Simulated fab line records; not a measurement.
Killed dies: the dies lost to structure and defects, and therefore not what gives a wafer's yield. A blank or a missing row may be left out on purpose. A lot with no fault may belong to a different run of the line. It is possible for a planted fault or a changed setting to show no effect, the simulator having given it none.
Matching of chambers | flow n5-finfet | N5_FIN_SAQP_HM_OPEN_73 on rie-diel-05: 4 sister chambers
The step chemistry CHF3/O2, target SiO2, stops on a-Si, target depth 12 nm, time 16.8 s. 18 wafers are shown with their chamber, then 9 later ones without.

## WAFERS, EACH WITH ITS CHAMBER
wafer  | chamber | drypump-motor-current-A (A) | rf-vpp-V (V) | showerhead-plenum-p-Torr (Torr)
L081.2 | 3       | 6.2                         | 508          | 2.30
L081.5 | 0       | 5.6                         | 539          | 2.50
L081.6 | 1       | 6.5                         | 533          | 2.39
L082.1 | 3       | 6.2                         | 509          | 2.30
L082.5 | 2       | 5.6                         | 519          | 2.52
L082.6 | 1       | 6.5                         | 532          | 2.39
L086.3 | 3       | 6.2                         | 508          | 2.30
L086.4 | 2       | 5.6                         | 518          | 2.52
L086.5 | 2       | 5.6                         | 519          | 2.52
L090.2 | 1       | 6.5                         | 532          | 2.39
L090.4 | 0       | 5.6                         | 539          | 2.49
L090.6 | 2       | 5.6                         | 518          | 2.51
L092.4 | 3       | 6.2                         | 508          | 2.29
L092.5 | 3       | 6.2                         | 507          | 2.29
L092.6 | 2       | 5.5                         | 520          | 2.51
L093.2 | 1       | 6.5                         | 532          | 2.39
L093.4 | 2       | 5.6                         | 519          | 2.51
L093.5 | 2       | 5.6                         | 518          | 2.51

SIGNATURES, as means of the wafers listed above
reading                  | chamber 0 | chamber 1 | chamber 2 | chamber 3 | scatter within a chamber
drypump-motor-current-A  | 5.600     | 6.500     | 5.586     | 6.200     | 0.0247
rf-vpp-V                 | 539.00    | 532.25    | 518.71    | 508.00    | 0.664
showerhead-plenum-p-Torr | 2.4950    | 2.3900    | 2.5143    | 2.2960    | 0.00494
Rule: for a wafer and a chamber, the distance is found by dividing, reading by reading, the gap between the wafer's reading and the chamber's mean by the reading's scatter, squaring, summing and taking the root. If the next closest chamber is less than 2 further off than the closest, the wafer can't be placed; otherwise it belongs to the closest. How the scatter is found: for the shown wafers, subtract from each reading the mean of its chamber, square and add these, divide the total by (wafers less chambers), then take the root.

## WAFERS MISSING THEIR CHAMBER
wafer  | drypump-motor-current-A (A) | rf-vpp-V (V) | showerhead-plenum-p-Torr (Torr)
L094.2 | 6.5                         | 532          | 2.39
L094.4 | 5.5                         | 519          | 2.51
L094.6 | 6.5                         | 532          | 2.38
L095.1 | 6.2                         | 507          | 2.29
L095.4 | 5.6                         | 519          | 2.51
L095.5 | 6.5                         | 532          | 2.38
L097.4 | 6.2                         | 507          | 2.29
L097.5 | 6.5                         | 532          | 2.38
L097.6 | 5.6                         | 518          | 2.51

## EACH ONE'S CHAMBER
wafer  | from the rows above | in truth
L094.2 | 1                   | 1
L094.4 | 2                   | 2
L094.6 | 1                   | 1
L095.1 | 3                   | 3
L095.4 | 2                   | 2
L095.5 | 1                   | 1
L097.4 | 3                   | 3
L097.5 | 1                   | 1
L097.6 | 2                   | 2
9 of 9 placed correctly. Can't be placed from these rows: 0. Placed wrongly: 0.
